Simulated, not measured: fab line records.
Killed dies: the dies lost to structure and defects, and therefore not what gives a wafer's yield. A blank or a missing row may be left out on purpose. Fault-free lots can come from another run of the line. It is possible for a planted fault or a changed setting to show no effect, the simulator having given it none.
A struck lot beside a sound one -- flow nand harc -- 15 out of 1302 route steps
Sound: the wafers L337.1, L337.4, L337.5. Struck: wafer L349.4 (L349.1, L349.3, from the same lot, were not struck and are left out); the cause is given at the end.
Order at every step that has rows: each side's tool, ch and its chambers, its first start. Under that, the readings that differ: sound wafers -- struck wafers -- difference of the means -- sigmas: that difference in standard deviations of wafers without a fault.
alike: words and numbers the same on both sides, and readings whose means are apart by under 2 such deviations; not compared: readings that were withheld, readings missing a value for some wafer, numbers with overlapping values and no deviation given by the record, and bounds like >300 which may hide the same value.
A row with sigmas, a row that says differs or no value, or rows on one side alone: a step with any of these is where the two part. Numbers that don't overlap but have no deviation are shown without sigmas and don't part them. A reading that every wafer of one side lacks parts them only if that side has two wafers or more.

first, 7 steps without rows for these wafers: NHARC_P_CONTACT_COAT_34 (time 65 s); NHARC_P_CONTACT_COAT_06 (resist thk 90 nm); NHARC_P_CONTACT_SOFTBAKE_07 (time 55 s); NHARC_P_CONTACT_EBR_08; NHARC_P_CONTACT_EXPOSE_09 (exposes mask P CA, target cd 90 nm); NHARC_P_CONTACT_PEB_10 (peb time 65 s); NHARC_P_CONTACT_DEVELOP_11 (develop time 35 s).
NHARC_P_CONTACT_CD_MEAS_12 targets a cd of 90 nm.
  sound on cd sem-03 ch 0, day 7 23:52; struck on cd sem-02 ch 0, day 13 02:59
  alike: cd nm
NHARC_P_CONTACT_OVL_MEAS_13:
  sound on overlay-01 at day 7 23:58; struck on overlay-01 at day 13 03:04
  alike: overlay x nm, overlay y nm
NHARC_P_CONTACT_INSPECT_14:
  sound on defect inspect-01 at day 7 23:59; struck on defect inspect-02 at day 13 03:06
  alike: raw defect count
NHARC_P_CONTACT_DESCUM_17: chemistry O2, time 3 s.
  sound on rie diel-12 ch 0,3, day 8 00:04; struck on rie diel-12 ch 2, day 13 03:10
  alike: drypump motor current A, oes product au, rf vpp V, showerhead plenum p Torr, throttle valve pct
  not compared: rf hours counter h
NHARC_P_CONTACT_ETCH_35: etches the open film in CF4, target depth 39 nm, time 65 s.
  sound on rie diel-12 ch 0,1,2, day 8 00:09; struck on rie diel-12 ch 3, day 13 03:15
  alike: drypump motor current A, oes product au, rf vpp V, run length s, showerhead plenum p Torr, throttle valve pct
  not compared: rf hours counter h
NHARC_P_CONTACT_ETCH_36: etches the open film in N2/H2, target depth 260 nm, time 406.25 s.
  sound on rie diel-12 ch 2,3, day 8 00:14; struck on rie diel-12 ch 0, day 13 03:20
reading,sound,struck,difference,sigmas
run length s (s),427.3 426.9 426.6,318.0,-108.9,-99 or more
showerhead plenum p Torr (Torr),1.91 1.91 1.91,2.06,+0.15,+2
  alike: drypump motor current A, oes product au, rf vpp V, throttle valve pct
  not compared: rf hours counter h
NHARC_P_CONTACT_ETCH_18: etches the open film in C4F8/O2/Ar, target depth 481 nm, time 240.5 s.
  sound on rie diel-12 ch 1,2,3; struck on rie diel-12 ch 3
  alike: oes product au, rf vpp V, run length s
  not compared: rf hours counter h
-- record jumps: 18 days between struck wafers' starts before vs after; left off in module P_CONTACT, resumes in module END, first step shown is number 1302 of the route --
NHARC_END_SORT_01:
  at this point the record logs the struck wafers (prober-01 ch 0, day 31 10:52) and has no rows for the sound ones

WHERE THEY PART
First at NHARC_P_CONTACT_ETCH_36; last, within this record, at NHARC_END_SORT_01.

WHY: what the simulator had put in
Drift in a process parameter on rie diel-12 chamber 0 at NHARC_P_CONTACT_ETCH_36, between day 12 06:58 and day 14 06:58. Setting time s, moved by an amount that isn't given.
